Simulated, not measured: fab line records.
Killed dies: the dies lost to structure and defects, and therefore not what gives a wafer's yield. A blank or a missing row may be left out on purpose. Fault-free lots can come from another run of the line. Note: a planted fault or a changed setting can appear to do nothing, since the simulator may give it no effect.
Which of the tools did it? :: flow nand-harc :: 33 wafers from 11 lots sampled at 5 of the route's 1159 steps

WHAT THE GAUGES SHOWED, per wafer
NHARC_END_SORT_01.
lot: L781
measured: day 21 16:07
on: prober-01
killed-at-array: 80 126 117
killed-at-other: 1 0 0
killed-at-periphery: 0 3 3
killed-dies: 81 129 120
killed-open: 2 2 4
killed-short: 2 1 2

lot: L784
measured: day 21 08:16
on: prober-01
killed-at-array: 69 124 77
killed-at-other: 2 4 1
killed-at-periphery: 3 4 2
killed-dies: 74 132 80
killed-open: 4 4 3
killed-short: 2 7 5

lot: L794
measured: day 23 22:02
on: prober-01
killed-at-array: 55 45 45
killed-at-other: 0 3 0
killed-at-periphery: 3 1 6
killed-dies: 58 49 51
killed-open: 4 4 0
killed-short: 1 0 0

EACH LOT AND THE TOOL THAT RAN IT (in order: tool; ch and the chambers of the sampled wafers; start)
lot: L775
NHARC_A_WL_FILL_ALD_00: ald-hk-03 ch 1,2,3, day 15 01:38
NHARC_THIN_TSV_DEGAS_49: pvd-sputter-03, day 19 08:57
NHARC_THIN_TSV_ETCH_36: rie-metal-01 ch 0,1, day 19 12:42
NHARC_THIN_TSV_STRIP_56: plasma-asher-02 ch 0,1, day 19 12:52

lot: L781
NHARC_A_WL_FILL_ALD_00: ald-hk-03 ch 0,1,2, day 16 01:19
NHARC_THIN_TSV_DEGAS_49: pvd-sputter-03, day 20 20:37
NHARC_THIN_TSV_ETCH_36: rie-metal-01 ch 0,1, day 21 00:18
NHARC_THIN_TSV_STRIP_56: plasma-asher-02 ch 0,1, day 21 00:29

lot: L784
NHARC_A_WL_FILL_ALD_00: ald-hk-03 ch 1,3, day 16 11:34
NHARC_THIN_TSV_DEGAS_49: pvd-sputter-03, day 20 19:31
NHARC_THIN_TSV_ETCH_36: rie-metal-03 ch 0,1, day 20 23:13
NHARC_THIN_TSV_STRIP_56: plasma-asher-01 ch 0,1, day 20 23:24

lot: L794
NHARC_A_WL_FILL_ALD_00: ald-hk-03 ch 0,1,2, day 19 05:31
NHARC_THIN_TSV_DEGAS_49: pvd-sputter-03, day 23 05:47
NHARC_THIN_TSV_ETCH_36: rie-metal-03 ch 0,1, day 23 09:49
NHARC_THIN_TSV_STRIP_56: plasma-asher-01 ch 0,1, day 23 10:02

lot: L789
NHARC_A_WL_FILL_ALD_00: ald-hk-02 ch 0,1,3, day 19 05:32
NHARC_THIN_TSV_DEGAS_49: pvd-sputter-03, day 22 23:08
NHARC_THIN_TSV_ETCH_36: rie-metal-01 ch 0,1, day 23 02:42
NHARC_THIN_TSV_STRIP_56: plasma-asher-02 ch 0,1, day 23 02:51

lot: L792
NHARC_A_WL_FILL_ALD_00: ald-hk-01 ch 0,1,2, day 19 05:35
NHARC_THIN_TSV_DEGAS_49: pvd-sputter-01, day 22 21:35
NHARC_THIN_TSV_ETCH_36: rie-metal-02 ch 0,1, day 23 01:17
NHARC_THIN_TSV_STRIP_56: plasma-asher-01 ch 0,1, day 23 01:28

lot: L793
NHARC_A_WL_FILL_ALD_00: ald-hk-02 ch 0,1,2, day 19 08:41
NHARC_THIN_TSV_DEGAS_49: pvd-sputter-01, day 23 06:46
NHARC_THIN_TSV_ETCH_36: rie-metal-02 ch 0,1, day 23 10:31
NHARC_THIN_TSV_STRIP_56: plasma-asher-01 ch 0,1, day 23 10:50

lot: L797
NHARC_A_WL_FILL_ALD_00: ald-hk-01 ch 0,1,3, day 20 04:34
NHARC_THIN_TSV_DEGAS_49: pvd-sputter-02, day 23 22:07
NHARC_THIN_TSV_ETCH_36: rie-metal-03 ch 0,1, day 24 01:41
NHARC_THIN_TSV_STRIP_56: plasma-asher-01 ch 0,1, day 24 01:53

lot: L796
NHARC_A_WL_FILL_ALD_00: ald-hk-03 ch 1,2, day 20 04:35
NHARC_THIN_TSV_DEGAS_49: pvd-sputter-03, day 24 01:08
NHARC_THIN_TSV_ETCH_36: rie-metal-02 ch 0,1, day 24 04:50
NHARC_THIN_TSV_STRIP_56: plasma-asher-01 ch 0,1, day 24 05:01

lot: L795
NHARC_A_WL_FILL_ALD_00: ald-hk-02 ch 0,2,3, day 20 04:38
NHARC_THIN_TSV_DEGAS_49: pvd-sputter-02, day 23 23:11
NHARC_THIN_TSV_ETCH_36: rie-metal-03 ch 0,1, day 24 02:46
NHARC_THIN_TSV_STRIP_56: plasma-asher-02 ch 0,1, day 24 02:52

lot: L798
NHARC_A_WL_FILL_ALD_00: ald-hk-01 ch 1,2, day 20 13:01
NHARC_THIN_TSV_DEGAS_49: pvd-sputter-02, day 24 04:11
NHARC_THIN_TSV_ETCH_36: rie-metal-01 ch 0,1, day 24 07:48
NHARC_THIN_TSV_STRIP_56: plasma-asher-02 ch 0,1, day 24 07:58
- NHARC_A_WL_FILL_ALD_00: deposits Al2O3, target thk 3 nm, pulse time 3 s, ald cycles 30.
- NHARC_THIN_TSV_DEGAS_49: time 120 s.
- NHARC_THIN_TSV_ETCH_36: etches the open film in Cl2/BCl3, target depth 65 nm, time 18.571 s.
- NHARC_THIN_TSV_STRIP_56: strips in O2.

AS READ BY THE TOOLS THEMSELVES (means over the sampled wafers that have a number; for cases with no such wafer, the mark the record gives instead)
NHARC_A_WL_FILL_ALD_00.
lot: L775
tool: ald-hk-03
heater-power-outer-w (W): 270
heater-power-w (W): 487
precursor-pulse-height-rel: 0.998

lot: L781
tool: ald-hk-03
heater-power-outer-w (W): 288
heater-power-w (W): 494
precursor-pulse-height-rel: 1.009

lot: L784
tool: ald-hk-03
heater-power-outer-w (W): 284
heater-power-w (W): 505
precursor-pulse-height-rel: 0.977

lot: L794
tool: ald-hk-03
heater-power-outer-w (W): 289
heater-power-w (W): 493
precursor-pulse-height-rel: 0.986

lot: L789
tool: ald-hk-02
heater-power-outer-w (W): 264
heater-power-w (W): 496
precursor-pulse-height-rel: 1.003

lot: L792
tool: ald-hk-01
heater-power-outer-w (W): 247
heater-power-w (W): 451
precursor-pulse-height-rel: 0.989

lot: L793
tool: ald-hk-02
heater-power-outer-w (W): 261
heater-power-w (W): 496
precursor-pulse-height-rel: 1.010

lot: L797
tool: ald-hk-01
heater-power-outer-w (W): 275
heater-power-w (W): 488
precursor-pulse-height-rel: 1.003

lot: L796
tool: ald-hk-03
heater-power-outer-w (W): 278
heater-power-w (W): 516
precursor-pulse-height-rel: 1.014

lot: L795
tool: ald-hk-02
heater-power-outer-w (W): 279
heater-power-w (W): 523
precursor-pulse-height-rel: 0.996

lot: L798
tool: ald-hk-01
heater-power-outer-w (W): 269
heater-power-w (W): 477
precursor-pulse-height-rel: 1.010

NHARC_THIN_TSV_DEGAS_49.
lot: L775
tool: pvd-sputter-03
heater-power-w (W): 468

lot: L781
tool: pvd-sputter-03
heater-power-w (W): 466

lot: L784
tool: pvd-sputter-03
heater-power-w (W): 446

lot: L794
tool: pvd-sputter-03
heater-power-w (W): 446

lot: L789
tool: pvd-sputter-03
heater-power-w (W): 463

lot: L792
tool: pvd-sputter-01
heater-power-w (W): 426

lot: L793
tool: pvd-sputter-01
heater-power-w (W): 456

lot: L797
tool: pvd-sputter-02
heater-power-w (W): 466

lot: L796
tool: pvd-sputter-03
heater-power-w (W): 466

lot: L795
tool: pvd-sputter-02
heater-power-w (W): 466

lot: L798
tool: pvd-sputter-02
heater-power-w (W): 455

NHARC_THIN_TSV_ETCH_36.
lot: L775
tool: rie-metal-01
drypump-motor-current-A (A): 5.50
oes-product-au (a.u.): 1.010

lot: L781
tool: rie-metal-01
drypump-motor-current-A (A): 5.48
oes-product-au (a.u.): 1.003

lot: L784
tool: rie-metal-03
drypump-motor-current-A (A): 5.84
oes-product-au (a.u.): 0.994

lot: L794
tool: rie-metal-03
drypump-motor-current-A (A): 5.85
oes-product-au (a.u.): 0.998

lot: L789
tool: rie-metal-01
drypump-motor-current-A (A): 5.50
oes-product-au (a.u.): 1.000

lot: L792
tool: rie-metal-02
drypump-motor-current-A (A): 5.49
oes-product-au (a.u.): 0.995

lot: L793
tool: rie-metal-02
drypump-motor-current-A (A): 5.46
oes-product-au (a.u.): 1.003

lot: L797
tool: rie-metal-03
drypump-motor-current-A (A): 5.86
oes-product-au (a.u.): 1.000

lot: L796
tool: rie-metal-02
drypump-motor-current-A (A): 5.44
oes-product-au (a.u.): 1.000

lot: L795
tool: rie-metal-03
drypump-motor-current-A (A): 5.84
oes-product-au (a.u.): 0.988

lot: L798
tool: rie-metal-01
drypump-motor-current-A (A): 5.47
oes-product-au (a.u.): 0.996

NHARC_THIN_TSV_STRIP_56.
lot: L775
tool: plasma-asher-02
drypump-motor-current-A (A): 6.24
heater-power-w (W): 343

lot: L781
tool: plasma-asher-02
drypump-motor-current-A (A): 6.31
heater-power-w (W): 346

lot: L784
tool: plasma-asher-01
drypump-motor-current-A (A): 6.14
heater-power-w (W): 322

lot: L794
tool: plasma-asher-01
drypump-motor-current-A (A): 6.19
heater-power-w (W): 315

lot: L789
tool: plasma-asher-02
drypump-motor-current-A (A): 6.26
heater-power-w (W): 342

lot: L792
tool: plasma-asher-01
drypump-motor-current-A (A): 6.19
heater-power-w (W): 315

lot: L793
tool: plasma-asher-01
drypump-motor-current-A (A): 6.18
heater-power-w (W): 315

lot: L797
tool: plasma-asher-01
drypump-motor-current-A (A): 6.17
heater-power-w (W): 320

lot: L796
tool: plasma-asher-01
drypump-motor-current-A (A): 6.17
heater-power-w (W): 325

lot: L795
tool: plasma-asher-02
drypump-motor-current-A (A): 6.26
heater-power-w (W): 349

lot: L798
tool: plasma-asher-02
drypump-motor-current-A (A): 6.33
heater-power-w (W): 356

THE ANSWER, worked out from the rows above alone
Rule: what is usual is taken from the lots themselves. Put in order of their means at a reading, lots are off if they are a third of the lots or fewer, leave a main group of 4 or more, and stand apart from it by a gap of 3 or more times the standard deviation of the main group's means; of several such gaps the widest counts. A main group whose means are all the same, to the digits that the tables above print for the reading, isn't used. A lot without any number at a reading at which 4 lots or more have one is off too. All remaining lots with rows at the step are treated as sound. Order of review: gauges by route order, followed by the tools' own readings, for which a lot's mean as printed above is used. The first step at which some lot is off is used, and at that step the reading that is off furthest; a lot without a number counts as furthest.
None of the lots is off at any reading shown; this tells nothing.

WHAT THE SIMULATOR PUT IN
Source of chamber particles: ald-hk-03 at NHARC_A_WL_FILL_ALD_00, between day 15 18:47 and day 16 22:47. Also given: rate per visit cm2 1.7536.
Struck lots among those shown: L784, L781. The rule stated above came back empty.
